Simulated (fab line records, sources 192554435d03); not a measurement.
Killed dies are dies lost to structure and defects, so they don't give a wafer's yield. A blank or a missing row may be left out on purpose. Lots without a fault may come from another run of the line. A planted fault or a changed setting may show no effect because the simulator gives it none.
Chamber matching | flow n5_finfet | N5_MIM_TOP_ETCH_STRIP_01 on rie_diel-04: 4 sister chambers
The step strips in O2. 18 wafers are shown with their chamber, then 9 later ones without.

WAFERS WITH THEIR CHAMBER
wafer  | chamber | showerhead_plenum_p_Torr (Torr) | drypump_motor_current_A (A) | throttle_valve_pct (%)
L075.1 | 0       | 2.05                            | 6.0                         | 16.57
L075.3 | 3       | 2.15                            | 5.4                         | 16.58
L075.6 | 3       | 2.15                            | 5.4                         | 16.59
L077.1 | 2       | 2.18                            | 6.1                         | 16.64
L077.2 | 3       | 2.15                            | 5.3                         | 16.65
L077.6 | 1       | 2.03                            | 5.8                         | 16.60
L078.3 | 1       | 2.03                            | 5.7                         | 16.57
L078.4 | 2       | 2.17                            | 6.1                         | 16.59
L078.5 | 2       | 2.17                            | 6.1                         | 16.68
L081.2 | 3       | 2.15                            | 5.3                         | 16.63
L081.3 | 0       | 2.05                            | 5.9                         | 16.62
L081.6 | 0       | 2.05                            | 5.9                         | 16.57
L085.1 | 2       | 2.17                            | 6.1                         | 16.59
L085.4 | 2       | 2.17                            | 6.1                         | 16.62
L085.5 | 3       | 2.14                            | 5.4                         | 16.63
L091.3 | 0       | 2.04                            | 6.0                         | 16.21
L091.4 | 2       | 2.17                            | 6.1                         | 16.66
L091.5 | 1       | 2.03                            | 5.7                         | 16.64

SIGNATURES (means of the wafers above)
reading                  | chamber 0 | chamber 1 | chamber 2 | chamber 3 | scatter within a chamber
showerhead_plenum_p_Torr | 2.0475    | 2.0300    | 2.1717    | 2.1480    | 0.00413
drypump_motor_current_A  | 5.950     | 5.733     | 6.100     | 5.360     | 0.0453
throttle_valve_pct       | 16.4925   | 16.6033   | 16.6300   | 16.6160   | 0.0929
Rule: a wafer's distance from a chamber is the root of the sum, over the readings, of the square of ((its reading less the chamber's mean) divided by the reading's scatter). The wafer belongs to the nearest chamber; if the next one is less than 2 further off, it can't be placed. The scatter: the root of (the sum of the squares of (reading less its chamber's mean) over the shown wafers, divided by (wafers less chambers)).

WAFERS WITHOUT THEIR CHAMBER
wafer  | showerhead_plenum_p_Torr (Torr) | drypump_motor_current_A (A) | throttle_valve_pct (%)
L092.4 | 2.14                            | 5.4                         | 16.68
L092.5 | 2.02                            | 5.8                         | 16.64
L092.6 | 2.04                            | 5.9                         | 16.15
L093.1 | 2.13                            | 5.4                         | 16.69
L093.4 | 2.04                            | 5.9                         | 16.19
L093.5 | 2.02                            | 5.9                         | 16.66
L095.2 | 2.04                            | 6.0                         | 16.18
L095.3 | 2.02                            | 5.8                         | 16.69
L095.6 | 2.13                            | 5.3                         | 16.71

WHICH CHAMBER EACH WENT THROUGH
wafer  | from the rows above | in truth
L092.4 | 3                   | 3
L092.5 | 1                   | 1
L092.6 | 0                   | 0
L093.1 | 3                   | 3
L093.4 | 0                   | 0
L093.5 | 1                   | 1
L095.2 | 0                   | 0
L095.3 | 1                   | 1
L095.6 | 3                   | 3
Placed correctly: 9 of 9. Can't be placed from these rows: 0. Placed wrongly: 0.
